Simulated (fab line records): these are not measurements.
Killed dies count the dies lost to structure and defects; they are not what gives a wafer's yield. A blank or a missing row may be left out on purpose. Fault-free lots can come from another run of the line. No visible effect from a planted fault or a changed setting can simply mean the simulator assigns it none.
Matching of chambers ; flow nand-harc ; NHARC_A_STAIRCASE_ALD_420 on ald-hk-04: 4 sister chambers
The step deposits SiO2, target thk 20 nm, pulse time 6 s, ald cycles 200. 4 wafers are shown with their chamber, then 8 later ones without.

== WAFERS WITH THEIR CHAMBER ==
wafer;chamber;heater-power-w (W)
L079.5;3;510
L080.4;2;477
L090.1;1;417
L091.1;0;502

== WAFERS MISSING THEIR CHAMBER ==
wafer;heater-power-w (W)
L091.4;421
L091.6;495
L097.2;414
L097.5;516
L097.6;497
L096.2;418
L096.4;500
L096.6;501

== WHICH CHAMBER EACH WENT THROUGH ==
wafer;from the rows above;in truth
L091.4;1;1
L091.6;can't be placed: 0 or 3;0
L097.2;1;1
L097.5;can't be placed: 3 or 0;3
L097.6;can't be placed: 0 or 3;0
L096.2;1;1
L096.4;can't be placed: 0 or 3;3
L096.6;can't be placed: 0 or 3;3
Placed correctly: 3 of 8. From these rows, 5 cannot be placed; in 5 the true chamber is one of the candidates. 0 placed wrongly.
How it was worked out, from the rows above alone: a wafer's distance from a chamber is the root of the sum, over the readings, of the square of ((its reading less the chamber's mean) divided by the reading's scatter). If the next closest chamber is less than 2 further off than the closest, the wafer can't be placed; otherwise it belongs to the closest. A chamber's mean is the mean of its shown wafers. The scatter (one wafer shown for each chamber): square how far every hidden wafer sits from the nearest shown wafer, average those squares and take the square root.
